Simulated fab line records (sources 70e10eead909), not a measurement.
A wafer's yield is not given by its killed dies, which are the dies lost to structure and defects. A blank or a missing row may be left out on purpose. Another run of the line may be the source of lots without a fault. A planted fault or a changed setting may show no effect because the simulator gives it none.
Matching of chambers :: flow nand_harc :: 3 sister chambers for NHARC_A_BLC_ALD_23 on ald_metal-04
The step deposits TiN, target thk 3 nm, pulse time 1 s, ald cycles 150. 6 wafers are shown with their chamber, then 8 later ones without.

== EACH WAFER AND ITS CHAMBER ==
wafer: L082.4
chamber: 2
heater_power_w (W): 1140
precursor_pulse_height_rel: 0.996

wafer: L082.6
chamber: 1
heater_power_w (W): 1144
precursor_pulse_height_rel: 1.009

wafer: L083.1
chamber: 1
heater_power_w (W): 1126
precursor_pulse_height_rel: 0.981

wafer: L083.2
chamber: 2
heater_power_w (W): 1138
precursor_pulse_height_rel: 1.025

wafer: L084.2
chamber: 0
heater_power_w (W): 967
precursor_pulse_height_rel: 0.989

wafer: L084.3
chamber: 0
heater_power_w (W): 942
precursor_pulse_height_rel: 1.035

== WAFERS WITHOUT THEIR CHAMBER ==
wafer: L084.6
heater_power_w (W): 942
precursor_pulse_height_rel: 1.005

wafer: L088.2
heater_power_w (W): 1150
precursor_pulse_height_rel: 0.978

wafer: L088.3
heater_power_w (W): 1172
precursor_pulse_height_rel: 1.007

wafer: L088.5
heater_power_w (W): 1111
precursor_pulse_height_rel: 0.993

wafer: L093.2
heater_power_w (W): 1140
precursor_pulse_height_rel: 1.001

wafer: L093.3
heater_power_w (W): 1103
precursor_pulse_height_rel: 0.994

wafer: L097.1
heater_power_w (W): 1146
precursor_pulse_height_rel: 0.984

wafer: L097.2
heater_power_w (W): 933
precursor_pulse_height_rel: 1.009

== CHAMBER TAKEN BY EACH ==
wafer: L084.6
from the rows above: 0
in truth: 0

wafer: L088.2
from the rows above: can't be placed: 1 or 2
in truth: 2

wafer: L088.3
from the rows above: can't be placed: 2 or 1
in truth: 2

wafer: L088.5
from the rows above: can't be placed: 1 or 2
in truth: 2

wafer: L093.2
from the rows above: can't be placed: 2 or 1
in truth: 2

wafer: L093.3
from the rows above: can't be placed: 1 or 2
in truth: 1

wafer: L097.1
from the rows above: can't be placed: 1 or 2
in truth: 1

wafer: L097.2
from the rows above: 0
in truth: 0
Correct placement for 2 of the 8. Cannot be placed on the basis of these rows: 6; the candidates contain the true chamber in 6. Wrongly placed: 0.
How it was worked out, from the rows above alone: a wafer's distance from a chamber is the root of the sum, over the readings, of the square of ((its reading less the chamber's mean) divided by the reading's scatter). The wafer belongs to the nearest chamber; if the next one is less than 2 further off, it can't be placed. A chamber's mean is the mean of its shown wafers. The scatter: the root of (the sum of the squares of (reading less its chamber's mean) over the shown wafers, divided by (wafers less chambers)).
